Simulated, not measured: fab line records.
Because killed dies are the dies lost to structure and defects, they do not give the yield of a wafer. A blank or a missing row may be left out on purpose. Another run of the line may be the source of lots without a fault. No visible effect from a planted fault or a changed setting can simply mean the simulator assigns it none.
Split-lot trial -- flow n5-finfet -- 39 wafers read from 7 lots, route of 1938 steps

## SPLIT DETAILS
At N5_MOL_CONTACT_COAG_PRECLEAN_111 (cleans in NF3:NH3, afs cycles 1, time 20 s, sublimation time 60 s), the setting time-s was moved away from the recipe's 20 s on 12 of the 39 wafers read, by +36.9% to +48.5%. For the rest of the wafers, this setting stayed at what the recipe calls for.

## FROM THE SPLIT TO THE READING: what the file shows between them, 4 steps
- N5_MOL_CONTACT_COAG_TI_SIL_19: material Ti, target thk 4.2 nm, time 15 s
- N5_MOL_CONTACT_COAG_ALD_20: deposits TiN, target thk 1.5 nm, pulse time 1 s, purge time 3 s
- N5_MOL_CONTACT_COAG_VIA_ETCH_46: etches SiO2 in C4F6/O2, target depth 46 nm, overetch 9.2 nm, time 40 s
- N5_MOL_CONTACT_COAG_STRIP_96: strips in N2/H2

## THE READING
etch.depth-nm (the simulator's own value, which no gauge read), in nm, at N5_MOL_CONTACT_COAG_ETCH_47 (etches SiNx in CH3F/O2, stops on W, target depth 27 nm). The file gives no usual value for it. Average 17.95 nm, standard deviation 0.098 nm, over the 27 wafers here run with the recipe.

wafer,"tool, chamber at the split","time-s as run, s",against the recipe,"etch.depth-nm, nm",against lot-mates on the recipe
L075.1,"remote-plasma-01, 1",20,recipe,17.77,-
L075.2,"remote-plasma-01, 1",20,recipe,17.93,-
L075.3,"remote-plasma-01, 1",28.44,+42.2%,17.54,-0.28
L075.4,"remote-plasma-01, 1",20,recipe,17.76,-
L075.5,"remote-plasma-01, 1",28.44,+42.2%,17.51,-0.31
L075.6,"remote-plasma-01, 1",28.44,+42.2%,17.57,-0.25
L077.1,"remote-plasma-01, 0",28.68,+43.4%,17.73,-0.27
L077.2,"remote-plasma-01, 0",28.68,+43.4%,17.65,-0.35
L077.3,"remote-plasma-01, 0",20,recipe,18.03,-
L077.4,"remote-plasma-01, 0",28.68,+43.4%,17.77,-0.23
L077.5,"remote-plasma-01, 0",20,recipe,18.04,-
L077.6,"remote-plasma-01, 0",20,recipe,17.92,-
L082.1,"remote-plasma-01, 0",20,recipe,17.86,-
L082.2,"remote-plasma-01, 0",20,recipe,17.99,-
L082.3,"remote-plasma-01, 0",20,recipe,17.99,-
L082.4,"remote-plasma-01, 0",20,recipe,17.88,-
L082.5,"remote-plasma-01, 0",20,recipe,17.98,-
L082.6,"remote-plasma-01, 0",20,recipe,17.95,-
L084.1,"remote-plasma-01, 1",29.69,+48.5%,17.56,-0.41
L084.2,"remote-plasma-01, 1",20,recipe,18.11,-
L084.3,"remote-plasma-01, 1",29.69,+48.5%,17.7,-0.27
L084.4,"remote-plasma-01, 1",20,recipe,17.86,-
L084.5,"remote-plasma-01, 1",29.69,+48.5%,17.64,-0.33
L084.6,"remote-plasma-01, 1",20,recipe,17.94,-
L086.1,"remote-plasma-01, 0",27.38,+36.9%,17.6,-0.22
L086.2,"remote-plasma-01, 0",20,recipe,17.78,-
L086.3,"remote-plasma-01, 0",27.38,+36.9%,17.74,-0.08
L086.4,"remote-plasma-01, 0",20,recipe,17.97,-
L086.5,"remote-plasma-01, 0",27.38,+36.9%,17.66,-0.16
L086.6,"remote-plasma-01, 0",20,recipe,17.72,-
L087.3,"remote-plasma-02, 0",20,recipe,18.04,-
L087.4,"remote-plasma-02, 0",20,recipe,18.04,-
L087.5,"remote-plasma-02, 0",20,recipe,18.01,-
L090.1,"remote-plasma-01, 1",20,recipe,18.02,-
L090.2,"remote-plasma-01, 1",20,recipe,18.03,-
L090.3,"remote-plasma-01, 1",20,recipe,17.98,-
L090.4,"remote-plasma-01, 1",20,recipe,17.97,-
L090.5,"remote-plasma-01, 1",20,recipe,18.04,-
L090.6,"remote-plasma-01, 1",20,recipe,17.93,-

FIT RESULTS
A straight line over all 39 wafers: etch.depth-nm changes by -0.0071 nm for each +1% of time-s; r = -0.83; the points scatter about the line by 0.096 nm.
The same after taking each lot's own level away (the mean of its wafers on the recipe; 39 wafers): -0.00628 nm for each +1%; r = -0.88; scatter 0.068 nm.
According to that fit, moving time-s by its largest amount changes the reading by 0.3 nm.
Across the lots, their own levels run from 17.820 to 18.030 nm, a range of 2.1 times the standard deviation given above.
Thus the slope moves with the lot-to-lot level: the two fits are different.
Check: with one of the wafers moved furthest among these (+48.5%) left out of the fit, the line predicts -0.29 nm for it against its lot-mates. Against them it came out at -0.41 nm.

## OTHER SPLITS APPLIED TO THESE WAFERS
Other splits were also applied to these wafers ahead of the reading. Each is held against what the fit with the lots' levels taken away leaves over:
other split on the same wafers,wafers away from the commonest value,r with etch.depth-nm (lot level and that fit taken away)
N5_FIN_CUT_CUT_ETCH_26 target-depth-a,15,-0.21
N5_SD_EPI_P_ETCH_16 target-depth-a,15,+0.09

## THE WHOLE CHAIN: every reading that the file lists as answering this split, in the file's order
step,what it does,reading,change (the file's fit),r (the file's)
N5_MOL_CONTACT_COAG_PRECLEAN_111,"cleans in NF3:NH3, afs cycles 1, time 20 s, sublimation time 60 s","SiNx_of_SPACER0_ALD_07.thk-nm (the simulator's own value, which no gauge read)",-0.00773 nm for each +1% of the setting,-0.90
N5_MOL_CONTACT_COAG_ETCH_47,"etches SiNx in CH3F/O2, stops on W, target depth 27 nm","etch.depth-nm (the simulator's own value, which no gauge read)",-0.00623 nm for each +1% of the setting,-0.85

## THE FILE'S OWN FIT
etch.depth-nm changes by -0.00623 nm for each +1% of time-s, r = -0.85.
